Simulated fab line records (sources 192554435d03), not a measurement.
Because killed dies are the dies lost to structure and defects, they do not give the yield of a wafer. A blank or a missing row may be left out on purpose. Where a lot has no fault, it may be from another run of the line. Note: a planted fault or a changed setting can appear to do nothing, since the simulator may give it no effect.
Chamber matching || flow n5Finfet || N5_BEOL_M12_DESCUM_33 on rieDiel-03 has 4 sister chambers
The step chemistry O2, time 7.9 s. 16 wafers are shown with their chamber, then 8 later ones without.

EACH WAFER AND ITS CHAMBER
{"wafer": "L074.1", "chamber": 1, "showerheadPlenumPTorr (Torr)": 2.20, "throttleValvePct (%)": 20.17, "oesProductAu (a.u.)": 0.91}
{"wafer": "L074.5", "chamber": 0, "showerheadPlenumPTorr (Torr)": 1.98, "throttleValvePct (%)": 20.86, "oesProductAu (a.u.)": 0.72}
{"wafer": "L074.6", "chamber": 3, "showerheadPlenumPTorr (Torr)": 2.20, "throttleValvePct (%)": 20.42, "oesProductAu (a.u.)": 0.78}
{"wafer": "L080.3", "chamber": 1, "showerheadPlenumPTorr (Torr)": 2.20, "throttleValvePct (%)": 20.17, "oesProductAu (a.u.)": 0.87}
{"wafer": "L080.5", "chamber": 2, "showerheadPlenumPTorr (Torr)": 2.21, "throttleValvePct (%)": 20.24, "oesProductAu (a.u.)": 0.83}
{"wafer": "L080.6", "chamber": 3, "showerheadPlenumPTorr (Torr)": 2.19, "throttleValvePct (%)": 20.44, "oesProductAu (a.u.)": 0.77}
{"wafer": "L083.1", "chamber": 0, "showerheadPlenumPTorr (Torr)": 1.97, "throttleValvePct (%)": 20.89, "oesProductAu (a.u.)": 0.70}
{"wafer": "L083.2", "chamber": 2, "showerheadPlenumPTorr (Torr)": 2.21, "throttleValvePct (%)": 20.25, "oesProductAu (a.u.)": 0.83}
{"wafer": "L083.3", "chamber": 3, "showerheadPlenumPTorr (Torr)": 2.19, "throttleValvePct (%)": 20.47, "oesProductAu (a.u.)": 0.76}
{"wafer": "L082.1", "chamber": 2, "showerheadPlenumPTorr (Torr)": 2.21, "throttleValvePct (%)": 20.27, "oesProductAu (a.u.)": 0.81}
{"wafer": "L082.4", "chamber": 3, "showerheadPlenumPTorr (Torr)": 2.19, "throttleValvePct (%)": 20.46, "oesProductAu (a.u.)": 0.75}
{"wafer": "L082.5", "chamber": 1, "showerheadPlenumPTorr (Torr)": 2.19, "throttleValvePct (%)": 20.20, "oesProductAu (a.u.)": 0.86}
{"wafer": "L085.1", "chamber": 0, "showerheadPlenumPTorr (Torr)": 1.97, "throttleValvePct (%)": 20.93, "oesProductAu (a.u.)": 0.70}
{"wafer": "L085.3", "chamber": 2, "showerheadPlenumPTorr (Torr)": 2.21, "throttleValvePct (%)": 20.27, "oesProductAu (a.u.)": 0.81}
{"wafer": "L085.6", "chamber": 2, "showerheadPlenumPTorr (Torr)": 2.21, "throttleValvePct (%)": 20.28, "oesProductAu (a.u.)": 0.81}
{"wafer": "L088.3", "chamber": 2, "showerheadPlenumPTorr (Torr)": 2.21, "throttleValvePct (%)": 20.27, "oesProductAu (a.u.)": 0.81}

SIGNATURES (averages over the wafers above)
{"reading": "showerheadPlenumPTorr", "chamber 0": 1.9733, "chamber 1": 2.1967, "chamber 2": 2.2100, "chamber 3": 2.1925, "scatter within a chamber": 0.00417}
{"reading": "throttleValvePct", "chamber 0": 20.8933, "chamber 1": 20.1800, "chamber 2": 20.2633, "chamber 3": 20.4475, "scatter within a chamber": 0.0217}
{"reading": "oesProductAu", "chamber 0": 0.7067, "chamber 1": 0.8800, "chamber 2": 0.8167, "chamber 3": 0.7650, "scatter within a chamber": 0.015}
Rule: a wafer lies at a distance from a chamber equal to the root of the sum of squares, over the readings, of (its reading less the chamber's mean, divided by the reading's scatter). The wafer belongs to the nearest chamber; if the next one is less than 2 further off, it can't be placed. How the scatter is found: for the shown wafers, subtract from each reading the mean of its chamber, square and add these, divide the total by (wafers less chambers), then take the root.

WAFERS WITH NO CHAMBER GIVEN
{"wafer": "L088.4", "showerheadPlenumPTorr (Torr)": 2.19, "throttleValvePct (%)": 20.47, "oesProductAu (a.u.)": 0.74}
{"wafer": "L088.5", "showerheadPlenumPTorr (Torr)": 1.97, "throttleValvePct (%)": 20.93, "oesProductAu (a.u.)": 0.69}
{"wafer": "L091.2", "showerheadPlenumPTorr (Torr)": 2.18, "throttleValvePct (%)": 20.51, "oesProductAu (a.u.)": 0.73}
{"wafer": "L091.5", "showerheadPlenumPTorr (Torr)": 2.18, "throttleValvePct (%)": 20.50, "oesProductAu (a.u.)": 0.73}
{"wafer": "L091.6", "showerheadPlenumPTorr (Torr)": 2.19, "throttleValvePct (%)": 20.24, "oesProductAu (a.u.)": 0.84}
{"wafer": "L096.2", "showerheadPlenumPTorr (Torr)": 2.18, "throttleValvePct (%)": 20.52, "oesProductAu (a.u.)": 0.72}
{"wafer": "L096.3", "showerheadPlenumPTorr (Torr)": 2.22, "throttleValvePct (%)": 20.46, "oesProductAu (a.u.)": 0.99}
{"wafer": "L096.4", "showerheadPlenumPTorr (Torr)": 2.20, "throttleValvePct (%)": 20.31, "oesProductAu (a.u.)": 0.79}

WHICH CHAMBER EACH ONE RAN IN
{"wafer": "L088.4", "from the rows above": 3, "in truth": 3}
{"wafer": "L088.5", "from the rows above": 0, "in truth": 0}
{"wafer": "L091.2", "from the rows above": 3, "in truth": 3}
{"wafer": "L091.5", "from the rows above": 3, "in truth": 3}
{"wafer": "L091.6", "from the rows above": "can't be placed: 1 or 2", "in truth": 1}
{"wafer": "L096.2", "from the rows above": 3, "in truth": 3}
{"wafer": "L096.3", "from the rows above": "can't be placed: 2 or 1 or 3", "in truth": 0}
{"wafer": "L096.4", "from the rows above": 2, "in truth": 2}
Correct placement for 6 of the 8. Not placeable from these rows: 2 (in 1, the candidates include the true chamber). Placed wrongly: 0.
